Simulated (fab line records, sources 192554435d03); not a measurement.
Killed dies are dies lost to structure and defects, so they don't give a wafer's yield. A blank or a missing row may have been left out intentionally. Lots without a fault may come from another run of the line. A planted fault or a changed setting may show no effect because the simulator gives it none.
Struck lot and sound lot, side by side || flow n5Finfet || 14 steps out of a route of 1938
Sound: the wafers L953.3, L953.4, L953.6. Struck: wafer L947.3 (L947.4, L947.5, from the same lot, were not struck and are left out); the cause is given at the end.
Each step with rows lists, per side, the tool, then ch with its chambers, then its first start. Under that, the readings that differ: sound wafers || struck wafers || difference of the means || sigmas: that difference in standard deviations of wafers without a fault.
alike: words and numbers the same on both sides, and readings whose means are apart by under 2 such deviations; not compared: readings that were withheld, readings missing a value for some wafer, numbers with overlapping values and no deviation given by the record, and bounds like >300 which may hide the same value.
The two part at a step that has a row with sigmas, a row that says differs or no value, or rows on one side only. Numbers that have no deviation but don't overlap get no sigmas and don't part them. Lack of a reading on every wafer of one side parts them only where that side has two or more wafers.

first, 8 steps without rows for these wafers: N5_MIM_TOP_LITHO_HMDS_01 (time 60 s); N5_MIM_TOP_LITHO_COAT_02; N5_MIM_TOP_LITHO_EBR_04; N5_MIM_TOP_LITHO_SOFTBAKE_03 (time 90 s); N5_MIM_TOP_LITHO_EXPOSE_05 (exposes mask MIM TOP, target cd 2000 nm); N5_MIM_TOP_LITHO_PEB_06; N5_MIM_TOP_LITHO_DEVELOP_07 (develop time 60 s); N5_MIM_TOP_LITHO_HARDBAKE_09 (time 120 s).
N5_MIM_TOP_LITHO_CD_MEAS_08: the cd target is 2000 nm.
  sound on cdSem-02 ch 0, day 14 16:44; struck on cdSem-01 ch 0, day 13 04:13
  alike: cdNm
N5_MIM_TOP_LITHO_OVL_MEAS_11:
  sound on overlay-02 ch 0, day 14 16:46; struck on overlay-01 ch 0, day 13 04:15
  alike: MIM_TOP_OVL
N5_MIM_TOP_LITHO_INSPECT_12: inspects for defects (macro).
  struck on defectInspect-01, day 13 04:16; sound on defectInspect-01, day 14 16:48
  alike: rawDefectCount
N5_MIM_TOP_LITHO_DESCUM_10: chemistry O2, time 7.9 s.
  sound on rieDiel-05 ch 0,2, day 14 16:50; struck on rieDiel-01 ch 1, day 13 04:47
  alike: drypumpMotorCurrentA, o2FlowSccm, oesProductAu, rfVppV, showerheadPlenumPTorr, throttleValvePct
  not compared: rfHoursCounterH
N5_MIM_TOP_ETCH_ETCH_00: etches TiN in Cl2/BCl3, target depth 38.5 nm.
  sound on rieMetal-03 ch 0,1, day 14 16:57; struck on rieMetal-01 ch 1, day 13 04:55
{"reading": "mfcCl2Sccm (sccm)", "sound": "53.37 53.07 53.12", "struck": 63.87, "difference": "+10.68", "sigmas": "+63"}
{"reading": "throttleValvePct (%)", "sound": "23.1 23.0 23.0", "struck": 23.7, "difference": "+0.7", "sigmas": "+2"}
  alike: bcl3FlowSccm, drypumpMotorCurrentA, oesProductAu
  not compared: rfHoursCounterH
N5_MIM_TOP_ETCH_STRIP_01: strips in O2.
  sound on rieDiel-02 ch 0,1,2, day 14 17:04; struck on rieDiel-03 ch 1, day 13 05:01
  alike: drypumpMotorCurrentA, o2FlowSccm, oesProductAu, rfVppV, showerheadPlenumPTorr, throttleValvePct
  not compared: rfHoursCounterH

## WHERE THEY PART
N5_MIM_TOP_ETCH_ETCH_00 only, going by this record. Later steps at which nothing parts them and some readings are alike: N5_MIM_TOP_ETCH_STRIP_01.

WHY: what had been put in by the simulator
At N5_MIM_TOP_ETCH_ETCH_00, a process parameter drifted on rieMetal-01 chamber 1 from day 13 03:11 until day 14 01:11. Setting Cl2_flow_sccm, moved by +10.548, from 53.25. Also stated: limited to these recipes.
